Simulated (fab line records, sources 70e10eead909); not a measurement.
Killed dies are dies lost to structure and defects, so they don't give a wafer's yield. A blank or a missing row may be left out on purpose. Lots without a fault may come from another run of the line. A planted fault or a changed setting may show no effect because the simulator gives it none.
Which tool did it? | flow nand_harc | 10 lots, 30 wafers sampled, at 4 steps of a route of 1302

WHAT THE GAUGES READ, wafer by wafer
NHARC_END_WLT_00.
lot  | measured     | on        | VT_DECK2_TOP
L553 | day 26 00:45 | prober-01 | 0.893 0.900 0.888
L551 | day 26 08:35 | prober-01 | 0.890 0.900 0.887
L555 | day 27 14:01 | prober-02 | 0.889 0.894 0.891
L554 | day 27 15:01 | prober-01 | 0.895 0.895 0.890
L559 | day 30 15:19 | prober-01 | 0.907 0.905 0.914
L561 | day 30 10:31 | prober-01 | 0.908 0.899 0.904 0.912 0.901 0.908
L564 | day 31 14:38 | prober-02 | 0.888 0.880 0.885
L569 | day 33 00:02 | prober-01 | 0.887 0.900 0.886
L568 | day 33 02:44 | prober-02 | 0.896 0.896 0.893
L570 | day 35 02:52 | prober-02 | 0.896 0.893 0.894

WHICH TOOL RAN EACH LOT (tool, then ch and the chambers of the sampled wafers, then the start)
lot  | NHARC_THIN_TSV_STRIP_62              | NHARC_THIN_TSV_PVD_19        | NHARC_THIN_TSV_STRIP_56
L553 | plasma_asher-01 ch 0,1, day 25 14:58 | pvd_sputter-02, day 25 15:17 | plasma_asher-01 ch 0,1, day 25 18:56
L551 | plasma_asher-02 ch 0,1, day 25 20:28 | pvd_sputter-02, day 25 20:46 | plasma_asher-01 ch 0,1, day 26 00:17
L555 | plasma_asher-01 ch 0,1, day 27 04:34 | pvd_sputter-02, day 27 04:52 | plasma_asher-02 ch 0,1, day 27 08:33
L554 | plasma_asher-02 ch 0,1, day 27 05:32 | pvd_sputter-03, day 27 05:50 | plasma_asher-01 ch 0,1, day 27 09:35
L559 | plasma_asher-01 ch 0,1, day 29 22:11 | pvd_sputter-02, day 29 22:29 | plasma_asher-02 ch 0,1, day 30 02:03
L561 | plasma_asher-02 ch 0,1, day 30 00:43 | pvd_sputter-02, day 30 01:01 | plasma_asher-02 ch 0,1, day 30 04:38
L564 | plasma_asher-01 ch 0,1, day 31 05:35 | pvd_sputter-01, day 31 05:56 | plasma_asher-01 ch 0,1, day 31 09:32
L569 | plasma_asher-01 ch 0,1, day 32 14:22 | pvd_sputter-03, day 32 14:41 | plasma_asher-01 ch 0,1, day 32 18:29
L568 | plasma_asher-02 ch 0,1, day 32 15:33 | pvd_sputter-01, day 32 15:52 | plasma_asher-01 ch 0,1, day 32 19:49
L570 | plasma_asher-01 ch 0,1, day 34 16:41 | pvd_sputter-01, day 34 17:01 | plasma_asher-01 ch 0,1, day 34 20:38
- NHARC_THIN_TSV_STRIP_62: strips in N2/H2, time 20 s.
- NHARC_THIN_TSV_PVD_19: deposits TaN, target thk 20 nm.
- NHARC_THIN_TSV_STRIP_56: strips in O2.

THE ANSWER, worked out from the rows above alone
Rule: what is usual is taken from the lots themselves. Put in order of their means at a reading, lots are off if they are a third of the lots or fewer, leave a main group of 4 or more, and stand apart from it by a gap of 3 or more times the standard deviation of the main group's means; of several such gaps the widest counts. A main group whose means are all the same, to the digits that the tables above print for the reading, isn't used. A lot without any number at a reading at which 4 lots or more have one is off too. The other lots that the step has rows for count as sound.
Off: L559, L561, at NHARC_END_WLT_00 (VT_DECK2_TOP). The main group: mean 0.892, standard deviation 0.0031.
A tool fits if, at a process step before that reading, it ran every lot that is off, and no sound lot after the first of them. The gauges at NHARC_END_WLT_00 are tried like those tools. Can't be told from this: 2 tools fit, pvd_sputter-02 at NHARC_THIN_TSV_PVD_19, plasma_asher-02 at NHARC_THIN_TSV_STRIP_56.

WHAT THE SIMULATOR HAD PUT IN
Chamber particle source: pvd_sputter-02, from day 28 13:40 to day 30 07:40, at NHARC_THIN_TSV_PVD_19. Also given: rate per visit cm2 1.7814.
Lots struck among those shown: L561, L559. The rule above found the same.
